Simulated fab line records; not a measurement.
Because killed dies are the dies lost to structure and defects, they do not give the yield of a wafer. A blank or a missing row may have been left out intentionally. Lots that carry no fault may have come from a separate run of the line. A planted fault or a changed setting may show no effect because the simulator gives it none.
Problem report in the 8D (eight disciplines) form, filled by code | flow n5Finfet | the parts of the form that need people (team, actions taken, sign-off) are left out

== 1. WHAT WENT WRONG ==
Mean of killedAtFrontEnd at N5_PASSIVATION_PROBE_49: 143 across 4 wafers in 3 lots; on wafers with no fault it is 38 (standard deviation 11). That is +9.5 standard deviations from the usual mean.
The first sign was on wafer L315.5 at day 14 22:17, on prober-02. Wafers with a number at this step in the record: 12, from 4 lots. Rule for "out" (also "out of limits"): further than 4 standard deviations from the usual mean. The rest of the wafers with a number are treated as sound.

== 2. WHAT IT IS, AND WHAT IT ISN'T ==
question                    | is                             | is not
which readings at this step | killedAtFrontEnd, killedDies   | killed_at_M0_to_M3, killed_at_M4_up, killedAtContacts, killedAtOther, killedOpen
which lots                  | L315, L316, L317               | L326
which wafers of those lots  | L315.5, L316.2, L317.1, L317.6 | L315.4, L315.6, L316.4, L316.5, L317.2
read on which tools         | prober-01, prober-02           | -
when                        | from day 14 22:17              | up to then (1 sound wafer); but 7 sound wafers of L315, L316, L317, L326 came after

== 3. WHAT RULES OUT EACH SUSPECT ==
Counting: if a tool at a process step up to the reading ran every lot that is out, it stays a suspect. Sound lots after the first of them don't rule it out here, since some wafers of a struck lot are sound.
- aldSin-04 at N5_DUMMY_GATE_ALD_02 (deposits SiO2, target thk 2 nm, pulse time 1 s): kept. It ran every lot that is out, first L315 (day 5 03:08).
- rieMetal-03 at N5_MIM_BOT_ETCH_ETCH_00 (etches TiN in Cl2/BCl3, target depth 45.5 nm): kept. It ran every lot that is out, first L315 (day 14 12:42).
- At N5_DUMMY_GATE_ALD_02, inside aldSin-04: chamber 0 took the wafers that are out, while their sound lot-mates went through chambers 1, 2, 3.
Left after counting: aldSin-04 at N5_DUMMY_GATE_ALD_02, rieMetal-03 at N5_MIM_BOT_ETCH_ETCH_00.

== 4. THE CAUSE (what the simulator had put in) ==
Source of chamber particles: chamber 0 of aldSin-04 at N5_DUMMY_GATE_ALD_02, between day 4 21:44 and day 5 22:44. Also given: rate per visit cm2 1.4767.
This tool is one of the 2 suspects left after counting.

== 5. THE CHAIN OF EFFECTS, in route order ==
Each row: a reading where the mean over the struck wafers with a number is more than 3 standard deviations away from the usual. Only readings whose record carries a usual standard deviation are examined. hours: median over the lots of the time between each lot's start at the first step of this table that gives one and its start at this step. sigmas: the change, counted in usual standard deviations.
hours | step                    | reading          | usual | on struck wafers | change | sigmas
0     | N5_PASSIVATION_PROBE_49 | killedAtFrontEnd | 38    | 143              | +105   | +9.5
0     | N5_PASSIVATION_PROBE_49 | killedDies       | 103   | 202              | +100   | +5.9
0     | N5_PASSIVATION_PROBE_49 | killedOnRim      | 13    | 31               | +18    | +4.5
Its process steps:
- N5_PASSIVATION_PROBE_49

== 6. WHAT WOULD HAVE CAUGHT IT SOONER ==
The fault began at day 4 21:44; the first out-of-limits reading in this record came at day 14 22:17, 241 hours later.
Tool readings at N5_DUMMY_GATE_ALD_02 with a usual standard deviation given in the record: none out on any struck wafer, hence no alarm at a limit of 4 standard deviations on them.
Each of the lots that are out, 3 in all, had begun N5_DUMMY_GATE_ALD_02 on aldSin-04 no later than day 14 22:17. Holding the tool at that point would not have protected any of them.
